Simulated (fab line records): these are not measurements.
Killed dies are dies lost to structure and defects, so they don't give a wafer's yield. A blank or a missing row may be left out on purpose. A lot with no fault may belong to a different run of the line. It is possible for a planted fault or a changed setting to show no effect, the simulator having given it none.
fab line records	flow nandHarc
record: lots: 12	wafers: 36	lastDay: 25
route steps=1159 shown A_CHANNEL_HOLE_D1@471 A_CHANNEL_FILL_D1@498 END@1159
lots with no fault: from the same line, run without faults
startH: hours from the record's opening day to when the first of the lot's shown wafers began	waitH: how many hours have passed since the lot's step before this one	" repeats the value in the row above	L1.1+2: a single row standing in for several wafers	- no value present, or no start provided	* or withheld: withheld	< > ~ a bound
route shown NAME@n: names a module that has steps shown in the file, with the first one's number in the route	usual: mean/standard deviation taken from wafers without a fault	same: alike in all rows	chamber/n: place in a boat	sites: each site's reading	_std_site: how widely they spread, as a standard deviation	_edge_site: inner sites' mean taken away from outer sites' mean	radiusMm: for every site, how far away it sits from the centre of the wafer	mask NAME#n: copy n	behind: tool/chamber where the wafer was last shaped	hold: why the lot went on hold/how many hours it stayed there/how the hold came to an end	device: whichever transistor did not switch (one of n, p or np)	end of line: the same wafers' tests at the end of the route	step lacking rows: just its recipe	killed: dies that structure and defects cost at the first sort, which is not the same as the wafer's yield	map: the dies of a wafer, with x for killed, . for not killed, _ for no die there
set.NAME: setting as actually run; set.NAME@STEP: the setting as run at that earlier step	model.NAME: the simulator's own value behind a step, which no gauge read
steps of the route over a sample of lots; a table a step, a row a wafer
services: from which hour (startH, from the record's first day; less than 0 if before it) a tool's chamber was out of use, for how many hours, and why
== steps ==
step: NHARC_A_CHANNEL_HOLE_D1_ETCH_19
recipe: biasV: 1200	sourceW: 2500	pressureMtorr: 15	timeS: 34.5	arFlowSccm: 375	c4f8FlowSccm: 28.8	o2FlowSccm: 96.2	tempC: -20	targetDepthA: *	chemistry: C4F8/O2/Ar
usual: drypumpMotorCurrentA: 5.4/0.36	showerheadPlenumPTorr: 3.80/0.095	throttleValvePct: 37.037/0.0087
lot.wafer	tool	chamber	startH	waitH	drypumpMotorCurrentA	rfHoursCounterH	showerheadPlenumPTorr	throttleValvePct
L470.2	harEtch-02	1	172.77	0.1	4.9	97	3.93	37.042
L470.4	"	1	"	"	4.9	-	3.93	37.042
L470.6	"	1	"	"	4.9	-	3.93	37.022
L471.4	harEtch-02	0	185.43	0.1	5.4	-	3.68	37.038
L471.6	"	0	"	"	5.4	-	3.68	37.044
L471.5	"	1	"	"	4.9	-	3.93	37.032
L473.3	harEtch-01	1	196.66	0.1	5.7	-	3.87	37.057
L473.6	"	0	"	"	5.9	-	3.79	37.034
L473.5	"	1	"	"	5.6	-	3.87	37.036
L474.3	harEtch-02	1	197.43	0.1	4.9	-	3.92	37.039
L474.5	"	1	"	"	4.9	-	3.92	37.052
L474.6	"	0	"	"	5.4	-	3.68	37.041
L477.1	harEtch-01	1	221.77	0.1	5.6	213	3.86	37.020
L477.4	"	0	"	"	5.9	-	3.79	37.048
L477.5	"	0	"	"	5.9	-	3.79	37.039
L478.3	harEtch-02	0	223.24	1.2	5.4	-	3.67	37.042
L478.4	"	1	"	"	4.9	-	3.92	37.037
L478.5	"	1	"	"	4.9	-	3.92	37.036
L482.1	harEtch-02	0	250.65	0.1	5.4	128	3.67	37.031
L482.2	"	1	"	"	4.9	128	3.91	37.043
L482.6	"	0	"	"	5.4	-	3.67	37.029
L486.2	harEtch-01	0	259.30	0.1	5.9	233	3.77	37.045
L486.3	"	1	"	"	5.7	-	3.85	37.029
L486.6	"	0	"	"	5.9	-	3.77	37.026
L485.1	harEtch-01	0	277.07	0.1	5.9	237	3.77	37.031
L485.4	"	0	"	"	5.9	-	3.77	37.029
L485.5	"	1	"	"	5.7	-	3.85	37.038
L493.1	harEtch-02	1	307.58	0.1	4.9	152	3.90	37.031
L493.5	"	1	"	"	4.9	-	3.90	37.041
L493.6	"	0	"	"	5.4	-	3.65	37.035
L491.1	harEtch-02	1	311.76	3.1	4.9	156	3.89	37.021
L491.3	"	1	"	"	4.9	-	3.89	37.035
L491.5	"	0	"	"	5.4	-	3.65	37.037
L492.3	harEtch-02	0	315.97	6.5	5.4	-	3.65	37.027
L492.6	"	1	"	"	4.9	-	3.89	37.042
L492.5	"	0	"	"	5.4	-	3.65	37.034
step: NHARC_A_CHANNEL_HOLE_D1_ETCH_44
recipe: targetDepthA: 1400	overetchA: 140	timeS: 77	ionEnergyEv: 100	cf4FlowSccm: 80	o2FlowSccm: 20	arFlowSccm: 0	rfW: 300	biasW: 100	chemistry: CF4/O2
usual: drypumpMotorCurrentA: 5.7/0.5	oesProductAu: 1.003/0.013	rfVppV: 197.8/1.4	showerheadPlenumPTorr: 1.33/0.047	throttleValvePct: 13.397/0.0087
lot.wafer	tool	chamber	startH	waitH	drypumpMotorCurrentA	oesProductAu	rfHoursCounterH	rfVppV	showerheadPlenumPTorr	throttleValvePct
L470.4	rieDiel-06	2	177.50	0.1	6.1	0.983	7	193.8	1.28	13.393
L470.2	"	3	"	"	5.2	1.020	7	197.6	1.37	13.374
L470.6	"	2	"	"	6.1	0.994	-	195.8	1.28	13.403
L471.4	rieDiel-12	3	190.52	0.4	6.2	0.978	13	198.0	1.32	13.406
L471.5	"	2	"	"	5.0	1.007	-	198.8	1.31	13.393
L471.6	"	3	"	"	6.2	0.975	-	197.3	1.32	13.398
L473.3	rieDiel-06	1	201.34	0.1	5.7	0.992	10	196.3	1.26	13.404
L473.6	"	2	"	"	6.1	0.988	-	196.4	1.28	13.399
L473.5	"	3	"	"	5.2	1.028	-	197.1	1.37	13.397
L474.3	rieDiel-09	1	202.11	0.1	5.7	0.987	6	197.8	1.35	13.404
L474.5	"	0	"	"	5.5	1.007	-	195.8	1.26	13.414
L474.6	"	1	"	"	5.7	1.000	-	198.8	1.35	13.391
L477.1	rieDiel-06	2	226.48	0.1	6.1	0.965	11	198.5	1.28	13.404
L477.4	"	3	"	"	5.2	1.022	11	198.4	1.37	13.392
L477.5	"	1	"	"	5.7	0.971	-	195.4	1.26	13.408
L478.4	rieDiel-06	2	227.94	0.0	6.1	0.984	11	196.4	1.28	13.390
L478.3	"	0	"	"	5.0	1.017	12	198.1	1.36	13.380
L478.5	"	3	"	"	5.2	1.027	-	198.0	1.37	13.393
L482.1	rieDiel-06	1	255.39	0.1	5.7	1.006	0	197.8	1.26	13.400
L482.2	"	3	"	"	5.2	1.008	0	200.0	1.37	13.395
L482.6	"	0	"	"	5.0	1.027	-	199.4	1.36	13.391
L486.3	rieDiel-09	1	264.05	0.1	5.8	0.986	0	197.7	1.35	13.402
L486.2	"	2	"	"	6.5	1.008	0	197.2	1.32	13.401
L486.6	"	2	"	"	6.4	0.993	-	197.3	1.32	13.394
L485.1	rieDiel-06	3	281.80	0.0	5.2	1.009	2	200.0	1.37	13.394
L485.4	"	1	"	"	5.7	1.015	2	196.3	1.26	13.399
L485.5	"	3	"	"	5.1	1.014	-	198.8	1.37	13.402
L493.1	rieDiel-12	0	312.31	0.1	5.9	1.017	8	197.1	1.37	13.406
L493.5	"	2	"	"	5.0	0.997	-	196.0	1.31	13.389
L493.6	"	3	"	"	6.2	0.991	-	198.8	1.32	13.402
L491.1	rieDiel-12	1	316.47	0.1	6.5	1.010	6	200.4	1.39	13.391
L491.3	"	0	"	"	6.0	1.010	8	198.6	1.37	13.389
L491.5	"	2	"	"	5.0	1.003	-	198.4	1.31	13.384
L492.3	rieDiel-06	1	320.63	0.0	5.7	1.015	5	196.9	1.26	13.401
L492.6	"	1	"	"	5.7	1.018	-	194.6	1.26	13.406
L492.5	"	2	"	"	6.1	0.996	-	196.2	1.28	13.406
step: NHARC_A_CHANNEL_HOLE_D1_XSEM_31
recipe: landingEnergyEv: 35000
usual: botCdNm: 75.1/1.7	bowNm: 8.54/0.29	tiltDeg: 0.08/0.047
lot.wafer	tool	chamber	startH	waitH	botCdNm	bowNm	tiltDeg
L470.2	xsem-02	0	178.39	0.1	76.9	8.86	0.04
L470.4	"	0	"	"	75.9	8.72	0.04
L470.6	"	0	"	"	75.7	8.75	0.04
L471.4	xsem-01	0	191.41	0.1	77.0	8.35	0.09
L471.5	"	0	"	"	76.2	8.40	0.10
L471.6	"	0	"	"	76.4	8.43	0.10
L473.3	xsem-01	0	202.21	0.1	75.4	8.50	0.03
L473.5	"	0	"	"	75.3	8.48	0.04
L473.6	"	0	"	"	78.1	8.50	0.04
L474.3	xsem-02	0	203.00	0.1	74.5	8.27	0.06
L474.5	"	0	"	"	75.1	8.27	0.06
L474.6	"	0	"	"	76.6	8.30	0.06
L477.1	xsem-01	0	227.36	0.1	75.8	7.91	0.07
L477.4	"	0	"	"	73.2	7.92	0.07
L477.5	"	0	"	"	75.8	7.99	0.07
L478.3	xsem-02	0	228.84	0.1	73.9	8.67	0.06
L478.4	"	0	"	"	74.2	8.58	0.06
L478.5	"	0	"	"	74.6	8.51	0.06
L482.1	xsem-02	0	256.29	0.1	73.0	8.84	0.10
L482.2	"	0	"	"	73.2	8.90	0.10
L482.6	"	0	"	"	71.1	8.85	0.10
L486.2	xsem-01	0	265.06	0.1	74.6	8.62	0.13
L486.3	"	0	"	"	74.1	8.60	0.13
L486.6	"	0	"	"	75.8	8.60	0.13
L485.1	xsem-01	0	282.68	0.1	75.2	8.72	0.09
L485.4	"	0	"	"	76.2	8.71	0.09
L485.5	"	0	"	"	74.0	8.60	0.09
L493.1	xsem-01	0	313.18	0.1	75.0	8.07	0.09
L493.5	"	0	"	"	76.8	7.97	0.09
L493.6	"	0	"	"	77.1	8.08	0.09
L491.1	xsem-02	0	317.36	0.1	73.7	8.23	0.05
L491.3	"	0	"	"	72.7	8.19	0.06
L491.5	"	0	"	"	75.8	8.19	0.05
L492.3	xsem-01	0	321.52	0.1	77.0	9.14	0.11
L492.5	"	0	"	"	76.9	9.12	0.11
L492.6	"	0	"	"	75.2	9.13	0.11
step: NHARC_A_CHANNEL_FILL_D1_CVD_18
recipe: targetThkA: 30	tempC: 550	material: poly-Si
usual: spikeTcLowerC: 549.8/1
lot.wafer	tool	chamber	startH	waitH	spikeTcLowerC
L470.2	lpcvdPoly-03	0	201.23	-	549.1
L470.4	"	0	"	"	550.3
L470.6	"	0	"	"	550.0
L471.4	lpcvdPoly-03	0	216.42	-	548.8
L471.5	"	0	"	"	551.0
L471.6	"	0	"	"	550.0
L473.3	lpcvdPoly-03	0	224.25	-	547.3
L473.5	"	0	"	"	550.7
L473.6	"	0	"	"	549.6
L473.3	lpcvdPoly-01	0	226.49	0.5	549.9
L473.5	"	0	"	"	552.1
L473.6	"	0	"	"	549.6
L474.3	lpcvdPoly-03	0	224.25	-	550.9
L474.5	"	0	"	"	550.3
L474.6	"	0	"	"	548.8
L477.1	lpcvdPoly-01	0	249.16	-	550.1
L477.4	"	0	"	"	550.4
L477.5	"	0	"	"	549.9
L478.3	lpcvdPoly-01	0	249.16	-	549.9
L478.4	"	0	"	"	552.1
L478.5	"	0	"	"	549.9
L478.3	lpcvdPoly-01	0	251.38	0.5	549.8
L478.4	"	0	"	"	552.4
L478.5	"	0	"	"	550.1
L482.1	lpcvdPoly-02	0	282.21	-	549.5
L482.2	"	0	"	"	549.4
L482.6	"	0	"	"	550.8
L482.1	lpcvdPoly-02	0	284.42	0.5	550.3
L482.2	"	0	"	"	549.7
L482.6	"	0	"	"	551.5
L486.2	lpcvdPoly-03	0	289.32	-	551.1
L486.3	"	0	"	"	549.3
L486.6	"	0	"	"	550.6
L485.1	lpcvdPoly-02	0	304.61	-	549.6
L485.4	"	0	"	"	550.6
L485.5	"	0	"	"	548.8
L491.1	lpcvdPoly-03	0	338.23	-	551.7
L491.3	"	0	"	"	550.0
L491.5	"	0	"	"	550.1
L493.1	lpcvdPoly-03	0	338.23	-	550.2
L493.5	"	0	"	"	549.1
L493.6	"	0	"	"	549.0
L492.3	lpcvdPoly-02	0	345.57	-	549.1
L492.5	"	0	"	"	551.5
L492.6	"	0	"	"	548.3
step: NHARC_END_SORT_01
recipe: tempC: 25
usual: killedAtArray: 27/11	killedAtOther: 0.7/1.1	killedAtPeriphery: 3.6/2.4	killedDies: 32/11	killedOpen: 3.3/1.8	killedShort: 2.1/1.5
same: grossDies: 677
lot.wafer	tool	chamber	startH	waitH	killedAtArray	killedAtOther	killedAtPeriphery	killedDies	killedOpen	killedShort
L473.3	prober-02	0	479.42	4.8	673	0	4	677	3	3
L473.5	prober-02	0	480.99	5.4	676	0	1	677	1	0
L473.6	prober-02	0	481.78	5.6	674	0	3	677	4	2
L478.3	prober-01	0	504.73	4.0	671	1	5	677	2	2
L478.4	prober-01	0	505.52	4.3	671	1	5	677	5	2
L478.5	prober-01	0	506.31	4.6	673	0	4	677	3	4
L482.1	prober-01	0	520.43	5.2	676	0	1	677	7	3
L482.2	prober-01	0	521.23	5.5	674	0	3	677	4	0
L482.6	prober-01	0	524.42	6.8	675	0	2	677	5	0
killed by level:class
L473.3 A_CHANNEL_FILL_D1:areaCvd=641 A_CHANNEL_HOLE_D1:chamberFilmFlake=13 A_SLIT:chamberFilmFlake=7 A_WL_FILL:geometricParticle:short=3 A_STAIRCASE:chamberFilmFlake=3 A_CONTACT:chamberFilmFlake=3 P_STI:geometricParticle:open=1 P_CONTACT:geometricParticle:open=1
L473.5 A_CHANNEL_FILL_D1:areaCvd=658 A_CHANNEL_HOLE_D1:chamberFilmFlake=7 A_STAIRCASE:chamberFilmFlake=5 A_SLIT:chamberFilmFlake=4 P_GATE:geometricParticle:open=1 A_ZERO_WELL:chamberFilmFlake=1 A_CONTACT:chamberFilmFlake=1
L473.6 A_CHANNEL_FILL_D1:areaCvd=642 A_CHANNEL_HOLE_D1:chamberFilmFlake=11 A_SLIT:chamberFilmFlake=8 A_STAIRCASE:chamberFilmFlake=3 A_CONTACT:chamberFilmFlake=3 A_CONTACT:geometricParticle:open=2 A_ZERO_WELL:chamberFilmFlake=2 P_CONTACT:geometricParticle:open=1
L478.3 A_CHANNEL_FILL_D1:areaCvd=651 A_SLIT:chamberFilmFlake=8 A_STAIRCASE:chamberFilmFlake=3 A_CONTACT:chamberFilmFlake=3 P_STI:chamberFilmFlake=2 A_CHANNEL_HOLE_D1:chamberFilmFlake=2 A_CHANNEL_FILL_D1:geometricParticle:short=1 A_CONTACT:geometricParticle:open=1
L478.4 A_CHANNEL_FILL_D1:areaCvd=648 A_SLIT:chamberFilmFlake=6 A_CONTACT:chamberFilmFlake=5 A_STAIRCASE:chamberFilmFlake=4 P_ZERO_WELL:chamberFilmFlake=3 A_M0:geometricParticle:open=2 A_ONON_D1:geometricParticle:open=1 A_WL_FILL:geometricParticle:open=1
L478.5 A_CHANNEL_FILL_D1:areaCvd=644 A_SLIT:chamberFilmFlake=9 A_CONTACT:chamberFilmFlake=7 A_ONON_D1:geometricParticle:short=3 A_CHANNEL_HOLE_D1:chamberFilmFlake=2 A_CHANNEL_FILL_D1:chamberFilmFlake=2 A_STAIRCASE:chamberFilmFlake=2 P_M0:geometricParticle:open=1
L482.1 A_CHANNEL_FILL_D1:areaCvd=636 A_SLIT:chamberFilmFlake=14 A_CONTACT:chamberFilmFlake=8 A_CHANNEL_HOLE_D1:chamberFilmFlake=6 A_SOURCE_PLATE:geometricParticle:open=3 A_STAIRCASE:chamberFilmFlake=2 A_CHANNEL_FILL_D1:geometricParticle:open=1 A_SGD_CUT:geometricParticle:short=1
L482.2 A_CHANNEL_FILL_D1:areaCvd=647 A_SLIT:chamberFilmFlake=10 A_CONTACT:chamberFilmFlake=9 A_CHANNEL_HOLE_D1:chamberFilmFlake=3 P_M1:chamberFilmFlake=2 A_ONON_D1:geometricParticle:open=1 A_CONTACT:geometricParticle:open=1 A_BLC:geometricParticle:open=1
L482.6 A_CHANNEL_FILL_D1:areaCvd=641 A_SLIT:chamberFilmFlake=12 A_CONTACT:chamberFilmFlake=11 A_CHANNEL_HOLE_D1:chamberFilmFlake=6 A_CONTACT:geometricParticle:open=2 P_GATE:geometricParticle:open=1 A_ONON_D1:geometricParticle:open=1 A_M0:geometricParticle:open=1
== services ==
tool	chamber	startH	hours	kind
rieDiel-06	0	171.28	-	clean
rieDiel-06	1	171.28	-	clean
rieDiel-06	2	171.28	-	clean
rieDiel-06	3	171.28	-	clean
rieDiel-09	2	184.47	6.7	repair
rieDiel-06	0	195.78	-	clean
rieDiel-06	1	195.78	-	clean
rieDiel-06	2	195.78	-	clean
rieDiel-06	3	195.78	-	clean
rieDiel-12	-	202.43	9.0	pm
rieDiel-06	0	220.28	-	clean
rieDiel-06	1	220.28	-	clean
rieDiel-06	2	220.28	-	clean
rieDiel-06	3	220.28	-	clean
rieDiel-12	3	226.89	6.1	repair
rieDiel-06	-	241.20	9.0	pm
rieDiel-06	0	241.20	9.0	ventCycle
rieDiel-09	3	250.30	11.4	repair
rieDiel-09	2	252.14	2.4	repair
rieDiel-09	-	254.41	9.0	pm
rieDiel-09	0	276.41	15.2	repair
xsem-02	-	302.00	14.0	pm
harEtch-01	-	305.00	17.0	pm
rieDiel-09	1	330.57	2.4	repair
== key ==
firstSign: step: NHARC_A_CHANNEL_FILL_D1_CVD_18	reading: visit	direction: added
effect: step: NHARC_END_SORT_01	reading: killedAtArray	direction: up	sigmas: 60	usual: 27	struck: 674
moreKillsBornAt: NHARC_A_CHANNEL_FILL_D1_CVD_18@lpcvdPoly-01: 3884	NHARC_A_CHANNEL_FILL_D1_CVD_18@lpcvdPoly-02: 1924
metAt NHARC_A_CHANNEL_FILL_D1_CVD_18
struckLots L473,L478,L482
laterRowsLeftOut L473.3,L473.5,L473.6,L478.3,L478.4,L478.5,L482.1,L482.2,L482.6
testerLeftOut L473,L478,L482
notActingAt NHARC_A_CHANNEL_HOLE_D1_ETCH_19,NHARC_A_CHANNEL_HOLE_D1_ETCH_44,NHARC_A_CHANNEL_HOLE_D1_XSEM_31
fault: kind: repeatedStepWhole	tool: lpcvdPoly-01,lpcvdPoly-02,lpcvdPoly-03	chamber: -	onsetH: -	steps: NHARC_A_CHANNEL_FILL_D1_CVD_18	times: 1	scope: struckLotsOnly
testerLeftOut: of these lots the tester's yield and bins aren't shown, on N5 and GAA mostly nor the transistor test; their killed dies are dies lost to structure and defects alone, not to doping, threshold or leakage, so they don't give the yield
laterRowsLeftOut: the simulator's readings of these wafers behind a module that went badly wrong aren't trusted and aren't shown, but for the sort
